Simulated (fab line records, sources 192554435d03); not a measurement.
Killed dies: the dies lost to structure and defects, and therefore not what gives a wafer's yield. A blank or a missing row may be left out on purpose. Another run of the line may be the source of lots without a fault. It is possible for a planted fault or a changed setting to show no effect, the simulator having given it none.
fab line records ; flow n5-finfet
record: lots: 24; wafers: 72; last-day: 18
route steps=1938 shown BEOL_M11@1550 BEOL_M12@1613 BEOL_M13@1689
lots with no fault: from the same line, run without faults
start-h: the number of hours between the record's first day and the start of the first shown wafer of the lot ; wait-h: time in hours since the lot's previous step ; " unchanged from the row above ; L1.1+2: a single row standing in for several wafers ; - no value, or no start given ; * or withheld: withheld ; < > ~ a bound
route shown NAME@n: names a module that has steps shown in the file, with the first one's number in the route ; usual: mean/standard deviation taken from wafers without a fault ; same: alike in all rows ; chamber/n: place in a boat ; sites: readings site by site ; _std_site: standard deviation across them ; _edge_site: inner sites' mean taken away from outer sites' mean ; radius-mm: for every site, how far away it sits from the centre of the wafer ; mask NAME#n: copy n ; behind: the most recent tool/chamber to have shaped the wafer ; hold: why the lot went on hold/how many hours it stayed there/how the hold came to an end ; device: whichever transistor did not switch (one of n, p or np) ; end of line: the tests these same wafers got at the end of their route ; step lacking rows: just its recipe ; killed: at the first sort, the dies lost to defects and structure; wafer yield is something else ; map: the dies of a wafer, with x for killed, . for not killed, _ for no die there
set.NAME: the setting that was run; set.NAME@STEP: the one run at that earlier step ; model.NAME: the simulator's own value behind a step, which no gauge read
a sample of lots followed through the steps of the route, with each step as a table and each wafer as a row
services: from which hour (start-h, from the record's first day; less than 0 if before it) a tool's chamber was out of use, for how many hours, and why
== steps ==
step: N5_BEOL_M11_OVL_MEAS_12
recipe: points-per-wafer: 44
usual: M11_OVL: -0.3/0.92
lot.wafer;tool;chamber;start-h;wait-h;M11_OVL[nm]
L074.2;overlay-02;0;227.06;0.0;-0.2
L074.3;overlay-02;0;227.06;0.0;0.5
L074.6;overlay-02;0;227.06;0.0;0.3
L075.1;overlay-02;0;227.22;0.0;-1.2
L075.3;overlay-02;0;227.22;0.0;0.1
L075.5;overlay-02;0;227.22;0.0;-0.3
L076.2;overlay-01;0;230.82;0.0;-0.7
L076.5;overlay-01;0;230.82;0.0;0.1
L076.6;overlay-01;0;230.82;0.0;-0.3
L077.2;overlay-01;0;238.59;0.0;-1.9
L077.3;overlay-01;0;238.59;0.0;-1.1
L077.6;overlay-01;0;238.59;0.0;-1.6
L078.2;overlay-01;0;246.47;0.0;-0.5
L078.3;overlay-01;0;246.47;0.0;-0.7
L078.6;overlay-01;0;246.47;0.0;-0.9
L079.1;overlay-01;0;254.54;0.0;-1.1
L079.2;overlay-01;0;254.54;0.0;0.8
L079.5;overlay-01;0;254.54;0.0;-0.6
L080.1;overlay-02;0;267.75;0.0;-1.0
L080.4;overlay-02;0;267.75;0.0;-0.7
L080.5;overlay-02;0;267.75;0.0;-0.4
L081.3;overlay-01;0;276.10;0.0;0.6
L081.4;overlay-01;0;276.10;0.0;-0.9
L081.6;overlay-01;0;276.10;0.0;-0.6
L082.1;overlay-01;0;276.36;0.0;-1.1
L082.2;overlay-01;0;276.36;0.0;-1.5
L082.4;overlay-01;0;276.36;0.0;-1.9
L085.3;overlay-01;0;283.52;0.0;1.0
L085.5;overlay-01;0;283.52;0.0;1.0
L085.6;overlay-01;0;283.52;0.0;2.1
L083.1;overlay-01;0;290.85;0.0;-2.0
L083.3;overlay-01;0;290.85;0.0;-0.2
L083.5;overlay-01;0;290.85;0.0;-1.6
L084.3;overlay-01;0;291.05;0.0;-0.4
L084.4;overlay-01;0;291.05;0.0;0.0
L084.6;overlay-01;0;291.05;0.0;0.4
L087.3;overlay-01;0;309.70;0.0;-0.6
L087.4;overlay-01;0;309.70;0.0;-0.9
L087.5;overlay-01;0;309.70;0.0;-0.8
L086.1;overlay-01;0;317.52;0.0;0.8
L086.3;overlay-01;0;317.52;0.0;0.3
L086.4;overlay-01;0;317.52;0.0;-0.3
L088.1;overlay-01;0;317.79;0.0;-0.3
L088.3;overlay-01;0;317.79;0.0;-0.7
L088.4;overlay-01;0;317.79;0.0;0.2
L089.2;overlay-02;0;332.50;0.0;-1.0
L089.4;overlay-02;0;332.50;0.0;-1.1
L089.5;overlay-02;0;332.50;0.0;-0.6
L093.2;overlay-01;0;337.06;0.0;0.5
L093.4;overlay-01;0;337.06;0.0;-0.3
L093.6;overlay-01;0;337.06;0.0;0.2
L091.3;overlay-01;0;339.74;0.0;-1.8
L091.5;overlay-01;0;339.74;0.0;-2.1
L091.6;overlay-01;0;339.74;0.0;-1.7
L090.1;overlay-02;0;339.97;0.0;1.0
L090.3;overlay-02;0;339.97;0.0;0.7
L090.5;overlay-02;0;339.97;0.0;0.3
L092.1;overlay-02;0;343.23;0.0;0.1
L092.2;overlay-02;0;343.23;0.0;0.0
L092.3;overlay-02;0;343.23;0.0;-0.5
L095.1;overlay-01;0;363.03;0.0;-2.4
L095.3;overlay-01;0;363.03;0.0;-1.4
L095.6;overlay-01;0;363.03;0.0;-0.2
L094.3;overlay-01;0;371.44;0.0;1.1
L094.5;overlay-01;0;371.44;0.0;0.8
L094.6;overlay-01;0;371.44;0.0;0.1
L097.1;overlay-01;0;375.64;0.0;0.2
L097.3;overlay-01;0;375.64;0.0;-0.5
L097.6;overlay-01;0;375.64;0.0;-1.8
L096.1;overlay-01;0;386.15;0.1;0.3
L096.4;overlay-01;0;386.15;0.1;-1.1
L096.5;overlay-01;0;386.15;0.1;0.2
step: N5_BEOL_M11_ALD_74
recipe: material: TaN; target-thk-a: 20; temp-c: 275; ald-precursor-family: PDMAT; ald-co-reactant: NH3; pressure-torr: 3; carrier-flow-sccm: 1500; pulse-time-s: 2; purge-time-s: 3; co-reactant-purge-time-s: 2; co-reactant-pulse-time-s: 3; ald-cycles: 40; precursor-vessel-temp-c: 75; precursor-vessel-pressure-torr: 26.25; precursor-vessel-carrier-sccm: 1000
usual: heater-power-w: 414/35
same: ald-cycles: 40
lot.wafer;tool;chamber;start-h;wait-h;heater-power-w
L076.2;ald-metal-01;2;234.10;0.0;461
L076.5;ald-metal-01;3;234.10;0.0;392
L076.6;ald-metal-01;0;234.10;0.0;396
L075.1;ald-metal-03;2;234.48;0.0;445
L075.3;ald-metal-03;0;234.48;0.0;358
L075.5;ald-metal-03;3;234.48;0.0;356
L074.2;ald-metal-03;0;235.33;0.1;373
L074.3;ald-metal-03;1;235.33;0.1;441
L074.6;ald-metal-03;1;235.33;0.1;446
L077.2;ald-metal-01;0;241.99;0.1;396
L077.3;ald-metal-01;1;241.99;0.1;441
L077.6;ald-metal-01;3;241.99;0.1;395
L078.2;ald-metal-04;1;250.49;0.0;456
L078.3;ald-metal-04;2;250.49;0.0;433
L078.6;ald-metal-04;0;250.49;0.0;390
L079.1;ald-metal-01;2;260.78;0.1;459
L079.2;ald-metal-01;0;260.78;0.1;398
L079.5;ald-metal-01;0;260.78;0.1;401
L080.1;ald-metal-04;2;271.25;0.0;443
L080.4;ald-metal-04;3;271.25;0.0;372
L080.5;ald-metal-04;0;271.25;0.0;393
L082.1;ald-metal-01;1;279.01;0.0;446
L082.2;ald-metal-01;0;279.01;0.0;403
L082.4;ald-metal-01;2;279.01;0.0;455
L081.3;ald-metal-04;2;279.17;0.0;444
L081.4;ald-metal-04;3;279.17;0.0;373
L081.6;ald-metal-04;2;279.17;0.0;444
L085.3;ald-metal-01;1;291.91;0.1;439
L085.5;ald-metal-01;2;291.91;0.1;463
L085.6;ald-metal-01;3;291.91;0.1;385
L083.1;ald-metal-04;1;295.09;0.0;450
L083.3;ald-metal-04;0;295.09;0.0;405
L083.5;ald-metal-04;2;295.09;0.0;431
L084.3;ald-metal-04;2;295.83;0.0;439
L084.4;ald-metal-04;1;295.83;0.0;448
L084.6;ald-metal-04;1;295.83;0.0;452
L087.3;ald-metal-01;0;313.94;0.1;412
L087.4;ald-metal-01;3;313.94;0.1;395
L087.5;ald-metal-01;1;313.94;0.1;437
L088.1;ald-metal-03;0;320.68;0.1;358
L088.3;ald-metal-03;1;320.68;0.1;437
L088.4;ald-metal-03;2;320.68;0.1;454
L086.1;ald-metal-04;2;320.76;0.1;429
L086.3;ald-metal-04;0;320.76;0.1;407
L086.4;ald-metal-04;3;320.76;0.1;361
L089.2;ald-metal-04;0;336.93;0.0;399
L089.4;ald-metal-04;1;336.93;0.0;448
L089.5;ald-metal-04;3;336.93;0.0;369
L093.2;ald-metal-01;3;340.29;0.0;390
L093.4;ald-metal-01;0;340.29;0.0;403
L093.6;ald-metal-01;3;340.29;0.0;387
L091.3;ald-metal-01;1;342.76;0.1;446
L091.5;ald-metal-01;0;342.76;0.1;406
L091.6;ald-metal-01;1;342.76;0.1;438
L090.1;ald-metal-03;3;343.01;0.1;374
L090.3;ald-metal-03;0;343.01;0.1;366
L090.5;ald-metal-03;2;343.01;0.1;461
L092.1;ald-metal-03;1;346.82;0.0;430
L092.2;ald-metal-03;3;346.82;0.0;362
L092.3;ald-metal-03;2;346.82;0.0;439
L095.1;ald-metal-03;2;369.23;0.0;444
L095.3;ald-metal-03;1;369.23;0.0;439
L095.6;ald-metal-03;2;369.23;0.0;449
L094.3;ald-metal-01;3;378.44;0.1;385
L094.5;ald-metal-01;3;378.44;0.1;381
L094.6;ald-metal-01;0;378.44;0.1;400
L097.1;ald-metal-01;1;379.16;0.0;445
L097.3;ald-metal-01;2;379.16;0.0;451
L097.6;ald-metal-01;1;379.16;0.0;447
L096.1;ald-metal-03;3;389.53;0.1;367
L096.4;ald-metal-03;2;389.53;0.1;462
L096.5;ald-metal-03;3;389.53;0.1;371
step: N5_BEOL_M11_SPUTTER_48
recipe: material: Cu; target-thk-a: 120; temp-c: -20; bias-v: 60; power-w: 26000; chamber-pressure-pa: 0.13; time-s: 2
usual: throttle-valve-pct: 30.1/0.72
lot.wafer;tool;chamber;start-h;wait-h;throttle-valve-pct
L076.2;pvd-sputter-03;-;234.77;0.2;30.7
L076.5;pvd-sputter-03;-;234.77;0.2;30.9
L076.6;pvd-sputter-03;-;234.77;0.2;29.4
L075.1;pvd-sputter-03;-;235.13;0.1;30.1
L075.3;pvd-sputter-03;-;235.13;0.1;28.9
L075.5;pvd-sputter-03;-;235.13;0.1;29.5
L074.2;pvd-sputter-01;-;236.38;0.1;30.9
L074.3;pvd-sputter-01;-;236.38;0.1;29.4
L074.6;pvd-sputter-01;-;236.38;0.1;29.3
L077.2;pvd-sputter-02;-;242.54;0.1;29.4
L077.3;pvd-sputter-02;-;242.54;0.1;30.8
L077.6;pvd-sputter-02;-;242.54;0.1;29.9
L078.2;pvd-sputter-01;-;251.31;0.1;29.1
L078.3;pvd-sputter-01;-;251.31;0.1;30.7
L078.6;pvd-sputter-01;-;251.31;0.1;29.3
L079.1;pvd-sputter-01;-;261.75;0.2;30.9
L079.2;pvd-sputter-01;-;261.75;0.2;30.8
L079.5;pvd-sputter-01;-;261.75;0.2;30.4
L080.1;pvd-sputter-03;-;271.87;0.1;29.3
L080.4;pvd-sputter-03;-;271.87;0.1;28.9
L080.5;pvd-sputter-03;-;271.87;0.1;29.3
L082.1;pvd-sputter-01;-;279.59;0.1;31.0
L082.2;pvd-sputter-01;-;279.59;0.1;30.6
L082.4;pvd-sputter-01;-;279.59;0.1;29.2
L081.3;pvd-sputter-01;-;279.67;0.1;30.6
L081.4;pvd-sputter-01;-;279.67;0.1;29.2
L081.6;pvd-sputter-01;-;279.67;0.1;30.7
L085.3;pvd-sputter-03;-;292.53;0.1;29.8
L085.5;pvd-sputter-03;-;292.53;0.1;30.8
L085.6;pvd-sputter-03;-;292.53;0.1;29.8
L083.1;pvd-sputter-03;-;295.65;0.1;30.1
L083.3;pvd-sputter-03;-;295.65;0.1;28.9
L083.5;pvd-sputter-03;-;295.65;0.1;30.9
L084.3;pvd-sputter-01;-;297.27;0.8;30.7
L084.4;pvd-sputter-01;-;297.27;0.8;30.7
L084.6;pvd-sputter-01;-;297.27;0.8;29.4
L087.3;pvd-sputter-03;-;314.55;0.1;28.8
L087.4;pvd-sputter-03;-;314.55;0.1;29.9
L087.5;pvd-sputter-03;-;314.55;0.1;29.3
L088.1;pvd-sputter-01;-;321.28;0.2;28.8
L088.3;pvd-sputter-01;-;321.28;0.2;30.8
L088.4;pvd-sputter-01;-;321.28;0.2;30.8
L086.1;pvd-sputter-02;-;321.37;0.1;29.6
L086.3;pvd-sputter-02;-;321.37;0.1;30.7
L086.4;pvd-sputter-02;-;321.37;0.1;29.8
L089.2;pvd-sputter-02;-;339.27;1.8;29.6
L089.4;pvd-sputter-02;-;339.27;1.8;30.0
L089.5;pvd-sputter-02;-;339.27;1.8;30.8
L093.2;pvd-sputter-03;-;341.14;0.2;30.1
L093.4;pvd-sputter-03;-;341.14;0.2;28.8
L093.6;pvd-sputter-03;-;341.14;0.2;28.9
L091.3;pvd-sputter-03;-;344.89;1.5;29.2
L091.5;pvd-sputter-03;-;344.89;1.5;29.1
L091.6;pvd-sputter-03;-;344.89;1.5;29.0
L090.1;pvd-sputter-02;-;345.18;0.1;29.4
L090.3;pvd-sputter-02;-;345.18;0.1;30.4
L090.5;pvd-sputter-02;-;345.18;0.1;30.0
L092.1;pvd-sputter-03;-;347.83;0.1;28.8
L092.2;pvd-sputter-03;-;347.83;0.1;29.4
L092.3;pvd-sputter-03;-;347.83;0.1;30.3
L095.1;pvd-sputter-02;-;370.35;0.4;29.6
L095.3;pvd-sputter-02;-;370.35;0.4;30.0
L095.6;pvd-sputter-02;-;370.35;0.4;29.9
L094.3;pvd-sputter-02;-;379.14;0.1;30.6
L094.5;pvd-sputter-02;-;379.14;0.1;29.9
L094.6;pvd-sputter-02;-;379.14;0.1;29.9
L097.1;pvd-sputter-02;-;379.75;0.2;30.8
L097.3;pvd-sputter-02;-;379.75;0.2;29.7
L097.6;pvd-sputter-02;-;379.75;0.2;29.8
L096.1;pvd-sputter-01;-;391.74;1.5;30.4
L096.4;pvd-sputter-01;-;391.74;1.5;30.7
L096.5;pvd-sputter-01;-;391.74;1.5;30.8
step: N5_BEOL_M12_OVL_MEAS_11
recipe: points-per-wafer: 44
usual: V11_OVL: 1/5.2
lot.wafer;tool;chamber;start-h;wait-h;V11_OVL[nm]
L076.2;overlay-01;0;236.49;0.0;2
L076.5;overlay-01;0;236.49;0.0;10
L076.6;overlay-01;0;236.49;0.0;2
L075.1;overlay-01;0;236.71;0.0;-3
L075.3;overlay-01;0;236.71;0.0;4
L075.5;overlay-01;0;236.71;0.0;4
L074.2;overlay-01;0;238.37;0.0;0
L074.3;overlay-01;0;238.37;0.0;-3
L074.6;overlay-01;0;238.37;0.0;-5
L077.2;overlay-02;0;244.35;0.0;4
L077.3;overlay-02;0;244.35;0.0;11
L077.6;overlay-02;0;244.35;0.0;5
L078.2;overlay-01;0;254.59;0.0;4
L078.3;overlay-01;0;254.59;0.0;-3
L078.6;overlay-01;0;254.59;0.0;6
L079.1;overlay-01;0;265.23;0.0;1
L079.2;overlay-01;0;265.23;0.0;-2
L079.5;overlay-01;0;265.23;0.0;8
L080.1;overlay-01;0;273.41;0.0;8
L080.4;overlay-01;0;273.41;0.0;9
L080.5;overlay-01;0;273.41;0.0;6
L082.1;overlay-01;0;281.23;0.0;0
L082.2;overlay-01;0;281.23;0.0;3
L082.4;overlay-01;0;281.23;0.0;5
L081.3;overlay-02;0;281.26;0.0;-3
L081.4;overlay-02;0;281.26;0.0;-6
L081.6;overlay-02;0;281.26;0.0;-1
L085.3;overlay-01;0;294.00;0.0;-5
L085.5;overlay-01;0;294.00;0.0;-3
L085.6;overlay-01;0;294.00;0.0;2
L083.1;overlay-01;0;297.28;0.0;8
L083.3;overlay-01;0;297.28;0.0;11
L083.5;overlay-01;0;297.28;0.0;2
L084.3;overlay-02;0;299.03;0.0;-7
L084.4;overlay-02;0;299.03;0.0;0
L084.6;overlay-02;0;299.03;0.0;-3
L087.3;overlay-01;0;316.80;0.0;-3
L087.4;overlay-01;0;316.80;0.0;-4
L087.5;overlay-01;0;316.80;0.0;-8
L088.1;overlay-01;0;322.99;0.0;9
L088.3;overlay-01;0;322.99;0.0;6
L088.4;overlay-01;0;322.99;0.0;5
L086.1;overlay-01;0;323.62;0.0;-2
L086.3;overlay-01;0;323.62;0.0;-2
L086.4;overlay-01;0;323.62;0.0;-7
L089.2;overlay-02;0;340.96;0.0;2
L089.4;overlay-02;0;340.96;0.0;4
L089.5;overlay-02;0;340.96;0.0;-3
L093.2;overlay-02;0;342.83;0.0;-3
L093.4;overlay-02;0;342.83;0.0;7
L093.6;overlay-02;0;342.83;0.0;4
L091.3;overlay-01;0;346.44;0.0;1
L091.5;overlay-01;0;346.44;0.0;5
L091.6;overlay-01;0;346.44;0.0;-7
L090.1;overlay-01;0;346.72;0.0;-9
L090.3;overlay-01;0;346.72;0.0;3
L090.5;overlay-01;0;346.72;0.0;-5
L092.1;overlay-02;0;350.36;0.0;6
L092.2;overlay-02;0;350.36;0.0;-1
L092.3;overlay-02;0;350.36;0.0;5
L095.1;overlay-02;0;372.04;0.0;-1
L095.3;overlay-02;0;372.04;0.0;-3
L095.6;overlay-02;0;372.04;0.0;7
L094.3;overlay-01;0;380.82;0.0;4
L094.5;overlay-01;0;380.82;0.0;-6
L094.6;overlay-01;0;380.82;0.0;4
L097.1;overlay-01;0;381.41;0.0;2
L097.3;overlay-01;0;381.41;0.0;-1
L097.6;overlay-01;0;381.41;0.0;-1
L096.1;overlay-02;0;393.89;0.0;3
L096.4;overlay-02;0;393.89;0.0;-5
L096.5;overlay-02;0;393.89;0.0;4
step: N5_BEOL_M12_THK_MEAS_50
recipe: thk-meas-gauge: xrf; reads: Cu_of_BEOL_M12_ECD_47
usual: M12_THK: 325/6.3
lot.wafer;tool;chamber;start-h;wait-h;M12_THK[nm]
L076.2;film-metro-02;-;245.08;-;335
L076.5;film-metro-02;-;245.08;-;333
L076.6;film-metro-02;-;245.08;-;332
L075.1;film-metro-01;-;245.31;-;315
L075.3;film-metro-01;-;245.31;-;320
L075.5;film-metro-01;-;245.31;-;316
L074.2;film-metro-02;-;245.35;-;329
L074.3;film-metro-02;-;245.35;-;329
L074.6;film-metro-02;-;245.35;-;324
L077.2;film-metro-01;-;247.92;-;327
L077.3;film-metro-01;-;247.92;-;328
L077.6;film-metro-01;-;247.92;-;327
L078.2;film-metro-01;-;262.48;-;316
L078.3;film-metro-01;-;262.48;-;313
L078.6;film-metro-01;-;262.48;-;313
L079.1;film-metro-01;-;269.46;-;326
L079.2;film-metro-01;-;269.46;-;321
L079.5;film-metro-01;-;269.46;-;329
L080.1;film-metro-01;-;276.95;-;316
L080.4;film-metro-01;-;276.95;-;325
L080.5;film-metro-01;-;276.95;-;323
L082.1;film-metro-01;-;299.27;-;325
L082.2;film-metro-01;-;299.27;-;321
L082.4;film-metro-01;-;299.27;-;327
L081.3;film-metro-02;-;299.33;-;332
L081.4;film-metro-02;-;299.33;-;330
L081.6;film-metro-02;-;299.33;-;332
L085.3;film-metro-01;-;301.05;-;330
L085.5;film-metro-01;-;301.05;-;332
L085.6;film-metro-01;-;301.05;-;328
L083.1;film-metro-02;-;302.11;-;333
L083.3;film-metro-02;-;302.11;-;336
L083.5;film-metro-02;-;302.11;-;333
L084.3;film-metro-02;-;303.41;-;322
L084.4;film-metro-02;-;303.41;-;315
L084.6;film-metro-02;-;303.41;-;316
L087.3;film-metro-01;-;321.56;-;323
L087.4;film-metro-01;-;321.56;-;325
L087.5;film-metro-01;-;321.56;-;330
L088.1;film-metro-01;-;327.47;-;329
L088.3;film-metro-01;-;327.47;-;329
L088.4;film-metro-01;-;327.47;-;330
L086.1;film-metro-01;-;327.74;-;324
L086.3;film-metro-01;-;327.74;-;323
L086.4;film-metro-01;-;327.74;-;324
L089.2;film-metro-02;-;346.69;-;320
L089.4;film-metro-02;-;346.69;-;313
L089.5;film-metro-02;-;346.69;-;320
L093.2;film-metro-01;-;347.77;-;311
L093.4;film-metro-01;-;347.77;-;324
L093.6;film-metro-01;-;347.77;-;322
L091.3;film-metro-02;-;350.53;-;321
L091.5;film-metro-02;-;350.53;-;315
L091.6;film-metro-02;-;350.53;-;319
L090.1;film-metro-01;-;350.85;-;327
L090.3;film-metro-01;-;350.85;-;325
L090.5;film-metro-01;-;350.85;-;326
L092.1;film-metro-02;-;353.71;-;315
L092.2;film-metro-02;-;353.71;-;324
L092.3;film-metro-02;-;353.71;-;325
L095.1;film-metro-02;-;379.63;-;332
L095.3;film-metro-02;-;379.63;-;329
L095.6;film-metro-02;-;379.63;-;331
L094.3;film-metro-02;-;387.11;-;324
L094.5;film-metro-02;-;387.11;-;325
L094.6;film-metro-02;-;387.11;-;325
L097.1;film-metro-02;-;387.75;-;333
L097.3;film-metro-02;-;387.75;-;335
L097.6;film-metro-02;-;387.75;-;338
L096.1;film-metro-02;-;398.81;-;317
L096.4;film-metro-02;-;398.81;-;324
L096.5;film-metro-02;-;398.81;-;331
step: N5_BEOL_M13_CD_MEAS_28
recipe: target-cd-nm: 209.5; landing-energy-ev: 500; detector: se-inlens
usual: cd-nm: 209.8/1.2
lot.wafer;tool;chamber;start-h;wait-h;cd-nm
L076.2;cd-sem-03;0;246.79;-;210.9
L076.5;cd-sem-03;0;246.79;-;208.5
L076.6;cd-sem-03;0;246.79;-;208.5
L074.2;cd-sem-03;0;247.10;-;208.8
L074.3;cd-sem-03;0;247.10;-;208.0
L074.6;cd-sem-03;0;247.10;-;208.8
L075.1;cd-sem-02;0;247.41;-;210.9
L075.3;cd-sem-02;0;247.41;-;209.1
L075.5;cd-sem-02;0;247.41;-;210.4
L077.2;cd-sem-02;0;249.66;-;208.7
L077.3;cd-sem-02;0;249.66;-;209.7
L077.6;cd-sem-02;0;249.66;-;209.8
L078.2;cd-sem-02;0;264.07;-;208.6
L078.3;cd-sem-02;0;264.07;-;209.4
L078.6;cd-sem-02;0;264.07;-;208.0
L079.1;cd-sem-02;0;271.22;-;211.6
L079.2;cd-sem-02;0;271.22;-;212.9
L079.5;cd-sem-02;0;271.22;-;212.0
L080.1;cd-sem-02;0;278.80;-;209.7
L080.4;cd-sem-02;0;278.80;-;210.0
L080.5;cd-sem-02;0;278.80;-;208.8
L082.1;cd-sem-03;0;300.90;-;209.5
L082.2;cd-sem-03;0;300.90;-;210.6
L082.4;cd-sem-03;0;300.90;-;210.4
L081.3;cd-sem-03;0;301.20;-;211.6
L081.4;cd-sem-03;0;301.20;-;211.2
L081.6;cd-sem-03;0;301.20;-;211.7
L085.3;cd-sem-03;0;302.96;-;208.8
L085.5;cd-sem-03;0;302.96;-;210.2
L085.6;cd-sem-03;0;302.96;-;211.7
L083.1;cd-sem-02;0;304.07;-;211.4
L083.3;cd-sem-02;0;304.07;-;209.7
L083.5;cd-sem-02;0;304.07;-;210.9
L084.3;cd-sem-03;0;305.42;-;209.1
L084.4;cd-sem-03;0;305.42;-;211.3
L084.6;cd-sem-03;0;305.42;-;210.9
L087.3;cd-sem-02;0;323.27;-;209.8
L087.4;cd-sem-02;0;323.27;-;212.5
L087.5;cd-sem-02;0;323.27;-;210.5
L088.1;cd-sem-01;0;329.06;-;209.5
L088.3;cd-sem-01;0;329.06;-;209.1
L088.4;cd-sem-01;0;329.06;-;209.1
L086.1;cd-sem-01;0;329.46;-;210.6
L086.3;cd-sem-01;0;329.46;-;209.0
L086.4;cd-sem-01;0;329.46;-;209.9
L089.2;cd-sem-01;0;348.53;-;210.0
L089.4;cd-sem-01;0;348.53;-;208.3
L089.5;cd-sem-01;0;348.53;-;208.1
L093.2;cd-sem-01;0;349.43;-;208.6
L093.4;cd-sem-01;0;349.43;-;209.1
L093.6;cd-sem-01;0;349.43;-;209.6
L091.3;cd-sem-02;0;352.25;-;208.3
L091.5;cd-sem-02;0;352.25;-;210.6
L091.6;cd-sem-02;0;352.25;-;207.8
L090.1;cd-sem-02;0;352.56;-;208.1
L090.3;cd-sem-02;0;352.56;-;207.9
L090.5;cd-sem-02;0;352.56;-;208.7
L092.1;cd-sem-03;0;355.30;-;210.1
L092.2;cd-sem-03;0;355.30;-;210.4
L092.3;cd-sem-03;0;355.30;-;211.4
L095.1;cd-sem-02;0;381.22;-;210.2
L095.3;cd-sem-02;0;381.22;-;208.2
L095.6;cd-sem-02;0;381.22;-;209.4
L094.3;cd-sem-03;0;388.97;-;209.3
L094.5;cd-sem-03;0;388.97;-;208.7
L094.6;cd-sem-03;0;388.97;-;209.3
L097.1;cd-sem-01;0;389.69;-;209.6
L097.3;cd-sem-01;0;389.69;-;209.5
L097.6;cd-sem-01;0;389.69;-;210.5
L096.1;cd-sem-01;0;400.90;-;210.8
L096.4;cd-sem-01;0;400.90;-;211.3
L096.5;cd-sem-01;0;400.90;-;209.1
== services ==
tool;chamber;start-h;hours;kind
ald-metal-03;2;230.21;-;calibration
ald-metal-01;3;245.06;3.5;repair
ald-metal-03;-;255.20;1.3;repair
ald-metal-04;1;258.48;25.7;repair
ald-metal-03;-;264.74;14.6;pm
ald-metal-01;1;265.91;4.4;repair
ald-metal-03;3;291.52;22.4;repair
ald-metal-03;2;300.02;10.2;repair
pvd-sputter-01;-;336.32;11.7;repair
ald-metal-04;-;337.25;14.0;pm
ald-metal-04;0;337.25;26.8;vent-cycle
ald-metal-04;1;337.25;14.0;vent-cycle
ald-metal-04;2;337.25;14.0;vent-cycle
ald-metal-04;3;337.25;14.0;vent-cycle
ald-metal-04;1;351.25;-;clean
ald-metal-04;2;351.25;-;clean
ald-metal-04;3;351.25;-;clean
pvd-sputter-02;-;357.05;3.6;repair
ald-metal-01;0;359.11;7.3;repair
ald-metal-04;-;367.70;2.1;repair
pvd-sputter-03;-;367.80;5.5;repair
ald-metal-01;-;382.92;2.8;pm
== key ==
fault none
